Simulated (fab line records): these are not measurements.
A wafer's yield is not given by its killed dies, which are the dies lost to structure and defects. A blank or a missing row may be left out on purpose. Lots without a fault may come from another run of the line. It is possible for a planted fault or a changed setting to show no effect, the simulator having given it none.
Problem report, 8D (eight disciplines) form, completed by code + flow n5Finfet + the parts of the form that need people (team, actions taken, sign-off) are left out

## 1. WHAT WENT WRONG
Wafers free of any fault read 841 nm (standard deviation 11) for M13_ILD_THK at N5_BEOL_M13_THK_MEAS_01, against a mean of 772 nm on 3 wafers of 3 lots. That is -6.2 standard deviations from the usual mean.
Seen first at day 14 04:40 on filmMetro-02, wafer L341.6. The record holds 25 wafers of 9 lots with a number at this step. Rule for "out", or "out of limits": more than 4 standard deviations from the usual mean. All remaining wafers that have a number are taken as sound.

## 2. WHAT IT IS, AND WHAT IT ISN'T
| question                    | is                         | is not                                                                                       |
|-----------------------------|----------------------------|----------------------------------------------------------------------------------------------|
| which readings at this step | M13_ILD_THK                | -                                                                                            |
| which lots                  | L337, L341, L344           | L328, L331, L334, L346, L347, L350                                                           |
| which wafers of those lots  | L337.6, L341.6, L344.4     | L337.1, L341.2, L341.5, L344.1                                                               |
| read on which gauges        | filmMetro-01, filmMetro-02 | -                                                                                            |
| when                        | from day 14 04:40          | up to then (11 sound wafers); but 11 sound wafers of L337, L344, L346, L347, L350 came after |

## 3. WHAT RULES OUT EACH SUSPECT
Counting: any tool at a process step up to the reading remains a suspect provided it ran every lot that is out. Sound lots after the first of them don't rule it out here, since some wafers of a struck lot are sound.
- the gauge at N5_BEOL_M13_THK_MEAS_01 has been ruled out. Those wafers that are out were read across 2 gauges (filmMetro-01, filmMetro-02).
- pecvd-01 at N5_BEOL_M13_ILD_DEP_00 (deposits SiOC from DEMS/O2, target thk 837.92 nm, time 166.4 s): kept. Ran every lot that is out, first one L341 (day 14 04:28); last sound lot up to then L334 (day 12 09:04).
The count leaves pecvd-01 at N5_BEOL_M13_ILD_DEP_00.

## 4. THE CAUSE (what the simulator had put in)
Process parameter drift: pecvd-01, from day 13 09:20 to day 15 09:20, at N5_BEOL_M13_ILD_DEP_00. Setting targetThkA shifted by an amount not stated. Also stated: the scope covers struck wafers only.
Only this tool survived the counting.

## 5. THE EFFECT CHAIN, in route order
Rows list readings where the struck wafers' mean (over those with a number) sits beyond 3 standard deviations from the usual. Scope: only readings with a usual standard deviation given in the record; hours: median across lots of the time from each lot's start at the first step in this table that gives one to its start at this step; sigmas: change in usual standard deviations.
| hours | step                    | reading              | usual  | on struck wafers | change | sigmas |
|-------|-------------------------|----------------------|--------|------------------|--------|--------|
| 0     | N5_BEOL_M13_THK_MEAS_01 | M13_ILD_THK          | 841 nm | 772              | -69    | -6.2   |
| 1     | N5_BEOL_M13_STRIP_63    | stripTimeToEndpointS | 27.7 s | 33.0             | +5.3   | +4.8   |
Process steps it contains:
- N5_BEOL_M13_STRIP_63: strips in N2/H2.

## 6. HOW IT WOULD HAVE BEEN CAUGHT EARLIER
In this record the first reading out of limits at a measuring or inspecting step was taken at day 14 04:40, 19 hours after the fault began at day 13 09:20.
Of the tool readings at N5_BEOL_M13_ILD_DEP_00 for which the record gives a usual standard deviation, none was out on any struck wafer, so an alarm limit of 4 standard deviations on them would not have fired.
L337, L344, from the lots that are out (3), started N5_BEOL_M13_ILD_DEP_00 on pecvd-01 later than day 14 04:40. A hold on the tool at that time would have spared those 2.
